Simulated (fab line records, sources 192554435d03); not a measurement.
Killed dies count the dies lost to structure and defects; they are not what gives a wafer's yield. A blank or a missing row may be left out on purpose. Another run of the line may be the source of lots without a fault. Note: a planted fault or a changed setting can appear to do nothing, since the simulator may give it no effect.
Problem report in the 8D (eight disciplines) form, filled by code | flow n5_finfet | the parts of the form that need people (team, actions taken, sign-off) are left out

1. PROBLEM STATEMENT
Mean of spin_speed_rpm at N5_PMOS_HMC_CHANNEL_EPI_COAT_31: 1447.0 rpm across 6 wafers in 2 lots; on wafers with no fault it is 1499.9 rpm (standard deviation 0.91). Relative to the usual mean, that is a shift of -58 standard deviations.
The step: time 60 s, resist thk 66 nm.
First seen on wafer L858.1, day 6 06:05, on litho_track-03. Wafers with a number at this step in the record: 18, from 6 lots. The rule behind "out" and "out of limits": a value lying over 4 standard deviations away from the usual mean. The other wafers with a number count as sound.

2. WHAT IT IS; WHAT IT IS NOT
question                    | is                     | is not
which readings at this step | spin_speed_rpm         | -
which lots                  | L858, L859             | L846, L853, L861, L863
which wafers of those lots  | all that have a number | -
read on which tools         | litho_track-03         | litho_track-02, litho_track-05
when                        | from day 6 06:05       | up to then (6 sound wafers); but 6 sound wafers of L861, L863 came after

3. SUSPECTS, AND WHAT RULES EACH OUT
Counting: a tool stays on the suspect list if, at a process step up to the reading, it processed all lots that are out and no sound lot following the first of them.
- rtp_anneal-02 at N5_WELL_APT_RTA_34 (time 10 s): kept. It ran every lot that is out, first L858 (day 6 04:54), and no sound lot after that; its last sound lot up to then is L853 (day 4 23:59).
- litho_track-03 at N5_PMOS_HMC_CHANNEL_EPI_COAT_31 (time 60 s, resist thk 66 nm): kept. It ran every lot that is out, first L858 (day 6 06:05), and no sound lot after that; its last sound lot up to then is L853 (day 5 01:24). On those wafers its own readings are out: spin_speed_rpm.
Remaining after the count are rtp_anneal-02 at N5_WELL_APT_RTA_34 and litho_track-03 at N5_PMOS_HMC_CHANNEL_EPI_COAT_31.

4. THE CAUSE (what the simulator had put in)
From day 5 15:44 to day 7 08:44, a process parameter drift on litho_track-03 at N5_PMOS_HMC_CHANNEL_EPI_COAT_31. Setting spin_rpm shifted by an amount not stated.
Counting left 2 suspects, and this tool is among them.

5. SEQUENCE OF EFFECTS, ordered by route
Each row: a reading where the mean over the struck wafers with a number is more than 3 standard deviations away from the usual. Scope: only readings with a usual standard deviation given in the record; hours: median across lots of the time from each lot's start at the first step in this table that gives one to its start at this step; sigmas: change in usual standard deviations.
hours | step                            | reading        | usual      | on struck wafers | change | sigmas
0     | N5_PMOS_HMC_CHANNEL_EPI_COAT_31 | spin_speed_rpm | 1499.9 rpm | 1447.0           | -52.9  | -58
It contains these process steps:
- N5_PMOS_HMC_CHANNEL_EPI_COAT_31: time 60 s, resist thk 66 nm.
Later measuring or inspecting steps at which every struck wafer that the step has a row for has a number for every such reading, and none has moved that far: N5_PMOS_HMC_CHANNEL_EPI_CD_MEAS_09, N5_PMOS_HMC_CHANNEL_EPI_OVL_MEAS_10, N5_PMOS_HMC_CHANNEL_EPI_INSPECT_11.

6. WHAT WOULD HAVE CAUGHT IT SOONER
First out-of-limits reading in this record: day 6 06:05, which is 14 hours after fault onset at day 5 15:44.
